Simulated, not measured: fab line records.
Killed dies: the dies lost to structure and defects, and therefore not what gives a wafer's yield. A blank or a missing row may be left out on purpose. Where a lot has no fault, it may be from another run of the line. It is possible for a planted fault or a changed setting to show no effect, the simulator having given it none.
A struck lot beside a sound one :: flow nand_harc :: 15 out of 1302 route steps
Sound: the wafers L526.1, L526.3, L526.6. Struck: wafers L530.3, L530.6. (L530.4 of the same lot was not struck and is left out.) The cause comes at the end.
Each step with rows lists, per side, the tool, then ch with its chambers, then its first start. Under that, the readings that differ: sound wafers :: struck wafers :: difference of the means :: sigmas: that difference in standard deviations of wafers without a fault.
alike: readings whose means differ by less than 2 such deviations, and words and numbers that are the same on both sides. not compared: withheld readings, readings that some wafer has no value for, bounds like >300 that may hide the same value, and numbers for which the record gives no deviation and whose values overlap.
A row with sigmas, a row that says differs or no value, or rows on one side alone: a step with any of these is where the two part. Numbers that don't overlap but have no deviation are shown without sigmas and don't part them. A reading missing from all wafers of one side parts the sides only when that side holds two or more wafers.

NHARC_A_DECK1_JOINT_CMP_02: polishes SiOx.
  sound on cmp-02 ch 1,2,3, day 13 11:28; struck on cmp-04 ch 2, day 15 19:13
  alike: motor_current_A
  not compared: pad_life_wafers
following that, these wafers have no rows for 1 step: NHARC_A_DECK1_JOINT_SRD_15.
NHARC_A_DECK1_JOINT_DEP_16: deposits SiO2, target thk 45 nm.
  sound on pecvd-04 ch 1,2, day 13 11:49; struck on pecvd-02 ch 1,2, day 15 19:38
  alike: chamber_pressure_Torr, heater_power_w, susceptor_temp_C, throttle_valve_pct
NHARC_A_DECK1_JOINT_THK_MEAS_17: measures by ellipsometry.
  struck on film_metro-01, day 15 19:52; sound on film_metro-02, day 13 12:05
  alike: thk_nm
NHARC_A_DECK1_JOINT_INSPECT_05:
  struck on defect_inspect-01, day 15 19:53; sound on defect_inspect-02, day 13 12:07
  alike: raw_defect_count
following that, 1 step holds no rows for these wafers, namely NHARC_A_ONON_D2_DEP_00 (target thickness 1000 nm).
NHARC_A_ONON_D2_THK_MEAS_02: measures by ellipsometry.
  struck on film_metro-01, day 15 20:28; sound on film_metro-01, day 13 12:41
  alike: thk_nm
following that, 1 step holds no rows for these wafers, namely NHARC_A_ONON_D2_DEP_03 (target thickness 1000 nm).
NHARC_A_ONON_D2_THK_MEAS_05: measures by ellipsometry.
  struck on film_metro-01, day 15 21:04; sound on film_metro-02, day 13 13:15
  alike: thk_nm
following that, 1 step holds no rows for these wafers, namely NHARC_A_ONON_D2_DEP_06 (target thickness 1000 nm).
NHARC_A_ONON_D2_THK_MEAS_08: measures by ellipsometry.
  struck on film_metro-01, day 15 21:38; sound on film_metro-02, day 13 13:49
  alike: thk_nm
NHARC_A_ONON_D2_DEP_09: target thk 1000 nm.
  sound on pecvd_onon-01 ch 0, day 13 13:53; struck on pecvd_onon-01 ch 0, day 15 21:49
  alike: nh3_flow_sccm, susceptor_temp_C
NHARC_A_ONON_D2_THK_MEAS_11: measures by ellipsometry.
  struck on film_metro-01, day 15 22:13; sound on film_metro-01, day 13 14:23
reading: thk_nm (nm)
sound: 981 982 981
struck: 1059 1062
difference: +79
sigmas: +8
following that, 1 step holds no rows for these wafers, namely NHARC_A_ONON_D2_DEP_12 (target thickness 1000 nm).
NHARC_END_SORT_01:
  the record has rows for the sound wafers here (prober-01 ch 0, day 25 11:56) and none for the struck ones

## WHERE THEY PART
Last at NHARC_END_SORT_01 as far as this record goes, first at NHARC_A_ONON_D2_THK_MEAS_11.

WHY: the cause the simulator had injected
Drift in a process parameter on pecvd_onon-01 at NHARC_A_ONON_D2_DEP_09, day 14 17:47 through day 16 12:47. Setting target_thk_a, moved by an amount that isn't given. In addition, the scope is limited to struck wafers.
